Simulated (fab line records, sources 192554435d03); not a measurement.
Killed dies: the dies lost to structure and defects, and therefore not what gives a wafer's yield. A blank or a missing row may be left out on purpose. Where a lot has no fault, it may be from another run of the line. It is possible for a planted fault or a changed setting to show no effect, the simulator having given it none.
Chamber matching -- flow n5-finfet -- N5_BEOL_M5_CMP_52 on cmp-03: 4 sister chambers
The step polishes, stops on SiCOH lowk, t overpolish 6.9 s, target thk 62 nm. 4 wafers are shown with their chamber, then 12 later ones without.

## WAFERS WITH THEIR CHAMBER
wafer,chamber,motor-current-A (A)
L086.6,1,5.6
L089.3,0,7.7
L089.4,2,5.8
L089.6,3,5.6

## WAFERS MISSING THEIR CHAMBER
wafer,motor-current-A (A)
L090.2,5.9
L090.4,7.9
L090.5,7.8
L093.1,7.5
L093.3,5.4
L093.4,6.1
L094.2,5.7
L094.3,7.6
L094.5,5.8
L097.1,5.9
L097.4,6.0
L097.5,5.8

## EACH ONE'S CHAMBER
wafer,from the rows above,in truth
L090.2,can't be placed: 2 or 1 or 3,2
L090.4,0,0
L090.5,0,0
L093.1,0,0
L093.3,can't be placed: 1 or 3 or 2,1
L093.4,can't be placed: 2 or 1 or 3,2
L094.2,can't be placed: 2 or 1 or 3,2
L094.3,0,0
L094.5,can't be placed: 2 or 1 or 3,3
L097.1,can't be placed: 2 or 1 or 3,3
L097.4,can't be placed: 2 or 1 or 3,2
L097.5,can't be placed: 2 or 1 or 3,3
Placed correctly: 4 of 12. Can't be placed from these rows: 8 (the true chamber is among the candidates in 8). Placed wrongly: 0.
How it was worked out, from the rows above alone: a wafer's distance from a chamber is the root of the sum, over the readings, of the square of ((its reading less the chamber's mean) divided by the reading's scatter). If the next closest chamber is less than 2 further off than the closest, the wafer can't be placed; otherwise it belongs to the closest. For every chamber, the mean is computed from those of its wafers that are shown. The scatter: root of mean squared gap, hidden wafer to nearest shown wafer, with one shown wafer a chamber.
